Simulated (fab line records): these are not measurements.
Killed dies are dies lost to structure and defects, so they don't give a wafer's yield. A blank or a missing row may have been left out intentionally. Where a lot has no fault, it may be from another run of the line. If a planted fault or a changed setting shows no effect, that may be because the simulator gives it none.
Which tool did it? | flow n5_finfet | Sampling: 12 lots, 36 wafers, 5 of 1938 route steps

WHAT THE GAUGES READ, wafer by wafer
N5_BEOL_M5_CD_MEAS_18: pitch 56 nm, target cd 28 nm.
lot  | measured     | on        | cd_nm (nm)
L076 | day 8 21:57  | cd_sem-02 | 27.9 27.6 27.7
L077 | day 9 05:43  | cd_sem-01 | 27.9 28.1 27.9
L079 | day 9 17:35  | cd_sem-02 | 27.9 27.8 28.2
L081 | day 10 09:06 | cd_sem-01 | 27.5 27.6 27.3
L082 | day 11 02:12 | cd_sem-01 | 27.8 27.5 27.9
L085 | day 11 03:12 | cd_sem-01 | 27.6 27.6 27.9
L086 | day 11 12:17 | cd_sem-01 | 27.9 27.9 28.5
L088 | day 12 11:38 | cd_sem-02 | 27.6 27.6 27.2
L091 | day 12 19:28 | cd_sem-01 | 28.4 28.0 28.4
L093 | day 12 20:34 | cd_sem-01 | 28.3 28.2 27.3
L095 | day 13 14:45 | cd_sem-01 | 27.9 27.5 27.2
L097 | day 14 02:38 | cd_sem-03 | 27.8 27.9 27.7

TOOL THAT RAN EACH LOT (tool first, then ch and the chambers of the sampled wafers, then the start)
lot  | N5_BEOL_M4_ALD_98                 | N5_BEOL_M4_DEGAS_44          | N5_BEOL_M4_SPUTTER_48        | N5_BEOL_M5_ETCH_61
L076 | ald_sin-02 ch 0,1,3, day 8 06:10  | pvd_sputter-02, day 8 13:14  | pvd_sputter-03, day 8 14:01  | rie_diel-04 ch 0,1,3, day 8 21:25
L077 | ald_sin-02 ch 2,3, day 8 07:52    | pvd_sputter-02, day 8 23:25  | pvd_sputter-02, day 9 00:09  | rie_diel-06 ch 1,2, day 9 05:20
L079 | ald_sin-04 ch 1,2,3, day 9 05:38  | pvd_sputter-03, day 9 10:16  | pvd_sputter-03, day 9 11:08  | rie_diel-02 ch 0,2,3, day 9 17:12
L081 | ald_sin-04 ch 0,1,3, day 9 20:37  | pvd_sputter-02, day 10 01:09 | pvd_sputter-01, day 10 02:04 | rie_diel-04 ch 0,1,3, day 10 08:44
L082 | ald_sin-04 ch 0,1, day 10 10:46   | pvd_sputter-02, day 10 17:04 | pvd_sputter-03, day 10 17:42 | rie_diel-02 ch 2,3, day 11 01:44
L085 | ald_sin-03 ch 0,1,3, day 10 18:04 | pvd_sputter-03, day 10 20:22 | pvd_sputter-03, day 10 21:13 | rie_diel-02 ch 0,2, day 11 02:49
L086 | ald_sin-02 ch 0,2, day 11 03:34   | pvd_sputter-01, day 11 05:45 | pvd_sputter-03, day 11 06:42 | rie_diel-06 ch 0,1,2, day 11 11:55
L088 | ald_sin-04 ch 0,2,3, day 12 01:49 | pvd_sputter-01, day 12 04:06 | pvd_sputter-01, day 12 05:10 | rie_diel-02 ch 0,2,3, day 12 11:09
L091 | ald_sin-03 ch 0,1, day 12 05:41   | pvd_sputter-02, day 12 11:49 | pvd_sputter-01, day 12 12:24 | rie_diel-04 ch 0,2, day 12 19:05
L093 | ald_sin-03 ch 0,2,3, day 12 10:14 | pvd_sputter-03, day 12 12:06 | pvd_sputter-02, day 12 13:59 | rie_diel-06 ch 1,2,3, day 12 20:01
L095 | ald_sin-04 ch 0,2,3, day 13 05:04 | pvd_sputter-01, day 13 08:04 | pvd_sputter-01, day 13 08:57 | rie_diel-02 ch 0,1,3, day 13 14:21
L097 | ald_sin-03 ch 0,1,2, day 13 14:57 | pvd_sputter-03, day 13 17:57 | pvd_sputter-03, day 13 19:04 | rie_diel-06 ch 0,3, day 14 02:05
- N5_BEOL_M4_ALD_98: deposits SiO2, target thk 2.5 nm, pulse time 1 s, co reactant pulse time 1 s.
- N5_BEOL_M4_DEGAS_44: time 60 s.
- N5_BEOL_M4_SPUTTER_48: material Cu, target thk 4.5 nm, time 8.29 s.
- N5_BEOL_M5_ETCH_61: etches SiARC in CF4, target depth 15.6 nm, time 26 s.

THE ANSWER, worked out from the rows above alone
Rule: what is usual is taken from the lots themselves. The widest of any qualifying gaps counts: lots, ordered by their means at a reading, are off when they make up no more than a third of the lots, leave a main group of 4 or more, and stand apart from it by 3 or more times the standard deviation of that group's means. The tables above print the reading to a certain number of digits; a main group whose means all agree to those digits is not used. Also off: a lot with no number at a reading for which 4 or more lots have one. Any other lot the step has rows for is counted as sound.
Across all readings shown, no lot is off: no conclusion can be drawn from this.

WHAT THE SIMULATOR HAD PUT IN
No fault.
